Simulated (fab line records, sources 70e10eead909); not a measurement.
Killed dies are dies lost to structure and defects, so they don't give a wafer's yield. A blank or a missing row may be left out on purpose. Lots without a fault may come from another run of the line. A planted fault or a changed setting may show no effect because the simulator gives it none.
A struck lot beside a sound one | flow nand_harc | 14 steps out of a route of 1159
Sound: wafers L168.1, L168.2, L168.5. Struck: wafer L179.4. (L179.1, L179.5 of the same lot were not struck and are left out.) The cause comes at the end.
At each step with rows: each side's tool, then ch and its chambers, then its first start. Under that, the readings that differ: sound wafers | struck wafers | difference of the means | sigmas: that difference in standard deviations of wafers without a fault.
alike: readings whose means differ by less than 2 such deviations, and words and numbers that are the same on both sides. not compared: withheld readings, readings that some wafer has no value for, bounds like >300 that may hide the same value, and numbers for which the record gives no deviation and whose values overlap.
The two part at a step that has a row with sigmas, a row that says differs or no value, or rows on one side only. Numbers that don't overlap but have no deviation are shown without sigmas and don't part them. A reading that every wafer of one side lacks parts them only if that side has two wafers or more.

first, 10 steps without rows for these wafers: NHARC_A_STAIRCASE_SRD_241; NHARC_A_STAIRCASE_DEHYDRATE_242 (time 120 s); NHARC_A_STAIRCASE_HMDS_243 (time 30 s); NHARC_A_STAIRCASE_COAT_244; NHARC_A_STAIRCASE_SOFTBAKE_245 (time 170 s); NHARC_A_STAIRCASE_EBR_246; NHARC_A_STAIRCASE_EXPOSE_247 (exposes mask SDS 1); NHARC_A_STAIRCASE_PEB_248 (peb time 130 s); NHARC_A_STAIRCASE_DEVELOP_249 (time 140 s); NHARC_A_STAIRCASE_HARDBAKE_251 (time 140 s).
NHARC_A_STAIRCASE_DESCUM_252: chemistry O2, time 3 s.
  sound on rie_diel-05 ch 0,2,3, day 11 17:25; struck on rie_diel-11 ch 0, day 15 06:46
  alike: drypump_motor_current_A, oes_product_au, rf_vpp_V, showerhead_plenum_p_Torr, throttle_valve_pct
  not compared: rf_hours_counter_h
NHARC_A_STAIRCASE_ETCH_253: etches the open film in C4F8/O2, target depth 50 nm, time 20.2 s.
  sound on rie_diel-05 ch 1,3, day 11 17:32; struck on rie_diel-11 ch 0, day 15 06:50
  reading               | sound             | struck | difference | sigmas
  oes_product_au (a.u.) | 0.947 0.949 0.944 | 0.675  | -0.272     | -12
  alike: rf_vpp_V
  not compared: rf_hours_counter_h
NHARC_A_STAIRCASE_STRIP_254: strips in O2.
  sound on plasma_asher-02 ch 0,1, day 11 17:38; struck on plasma_asher-01 ch 0, day 15 06:56
  reading                     | sound       | struck | difference | sigmas
  drypump_motor_current_A (A) | 6.1 5.7 5.7 | 6.5    | +0.7       | +2
  heater_power_w (W)          | 287 270 271 | 372    | +96        | +3
  not compared: rf_hours_counter_h
-- the record jumps here: 8 days lie between the struck wafers' starts before and after (it left off in module A_STAIRCASE and takes up again in module END, whose first step shown is number 1159 of the route) --
NHARC_END_SORT_01:
  the record has rows for the struck wafers here (prober-02 ch 0, day 23 06:47) and none for the sound ones

WHERE THEY PART
First at NHARC_A_STAIRCASE_ETCH_253; last, within this record, at NHARC_END_SORT_01.

WHY: what the simulator had put in
Process parameter drift: rie_diel-11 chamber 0, from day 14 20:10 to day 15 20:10, at NHARC_A_STAIRCASE_ETCH_253. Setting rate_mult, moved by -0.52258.
